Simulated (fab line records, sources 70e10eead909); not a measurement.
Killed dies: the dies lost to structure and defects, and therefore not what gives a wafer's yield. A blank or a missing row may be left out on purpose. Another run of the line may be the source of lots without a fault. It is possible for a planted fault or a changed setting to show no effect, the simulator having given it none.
A lot that was struck, set against a sound lot ; flow nandHarc ; 13 steps out of a route of 1302
Sound: the wafers L990.2, L990.4, L990.6. Struck: wafer L983.6 (left out: L983.2, L983.4 of the same lot, which were not struck); the cause appears at the end.
Per side, at each step with rows, come the tool, then ch with its chambers, and then its first start. Under that, the readings that differ: sound wafers ; struck wafers ; difference of the means ; sigmas: that difference in standard deviations of wafers without a fault.
alike: readings with means less than 2 such deviations apart, plus words and numbers identical on both sides. not compared: withheld readings, readings lacking a value on some wafer, bounds such as >300 that could conceal the same value, and numbers that have no deviation in the record and whose values overlap.
Wherever a step has rows on one side only, a row that says differs or no value, or a row with sigmas, the two part there. Numbers that don't overlap but have no deviation are shown without sigmas and don't part them. Lack of a reading on every wafer of one side parts them only where that side has two or more wafers.

first, 3 steps without rows for these wafers: NHARC_A_STAIRCASE_HARDBAKE_218 (time 140 s); NHARC_A_STAIRCASE_DESCUM_219 (chemistry O2, time 3 s); NHARC_A_STAIRCASE_TRIM_220 (chemistry O2, time 211.2 s).
NHARC_A_STAIRCASE_ETCH_221: etches the open film in C4F8/O2, target depth 100 nm, time 40.5 s.
  sound: rieDiel-07 ch 0,3; struck: rieDiel-07 ch 0
  alike: oesProductAu, rfFwdPowerW, rfVppV
  not compared: rfHoursCounterH
then, 1 step without rows for these wafers: NHARC_A_STAIRCASE_TRIM_222 (chemistry O2, time 211.2 s).
NHARC_A_STAIRCASE_ETCH_223: etches the open film in C4F8/O2, target depth 100 nm, time 40.5 s.
  sound: rieDiel-07 ch 1,3; struck: rieDiel-07 ch 3
  alike: oesProductAu, rfFwdPowerW, rfVppV
  not compared: rfHoursCounterH
NHARC_A_STAIRCASE_TRIM_224: chemistry O2, time 211.2 s.
  sound: rieDiel-07 ch 2,3; struck: rieDiel-07 ch 1
  alike: drypumpMotorCurrentA, oesProductAu, rfVppV, showerheadPlenumPTorr, throttleValvePct
  not compared: rfHoursCounterH
NHARC_A_STAIRCASE_ETCH_225: etches the open film in C4F8/O2, target depth 100 nm, time 40.5 s.
  sound: rieDiel-07 ch 0,1,3; struck: rieDiel-07 ch 2
  alike: oesProductAu, rfFwdPowerW, rfVppV
  not compared: rfHoursCounterH
then, 3 steps without rows for these wafers: NHARC_A_STAIRCASE_TRIM_226 (chemistry O2, time 211.2 s); NHARC_A_STAIRCASE_ETCH_227 (etches the open film in C4F8/O2, target depth 100 nm, time 40.5 s); NHARC_A_STAIRCASE_TRIM_229 (chemistry O2, time 211.2 s).
NHARC_A_STAIRCASE_ETCH_230: etches the open film in C4F8/O2, target depth 100 nm, time 40.5 s.
  sound on rieDiel-07 ch 0,2, day 21 17:52; struck on rieDiel-04 ch 3, day 18 15:27
reading;sound;struck;difference;sigmas
oesProductAu (a.u.);0.965 0.951 0.953;1.199;+0.243;+14
rfFwdPowerW (W);592.5 592.1 590.9;831.3;+239.5;+99 or more
  alike: rfVppV
  not compared: rfHoursCounterH
NHARC_A_STAIRCASE_TRIM_231: chemistry O2, time 211.2 s.
  sound: rieDiel-07 ch 0,1,3; struck: rieDiel-04 ch 0
  alike: drypumpMotorCurrentA, oesProductAu, rfVppV, showerheadPlenumPTorr, throttleValvePct
  not compared: rfHoursCounterH

## WHERE THEY PART
At NHARC_A_STAIRCASE_ETCH_230 and nowhere else, as far as this record goes. Later steps at which nothing parts them and some readings are alike: NHARC_A_STAIRCASE_TRIM_231.

WHY: whatever the simulator had introduced
rieDiel-04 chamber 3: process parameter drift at NHARC_A_STAIRCASE_ETCH_230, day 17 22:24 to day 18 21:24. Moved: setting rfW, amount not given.
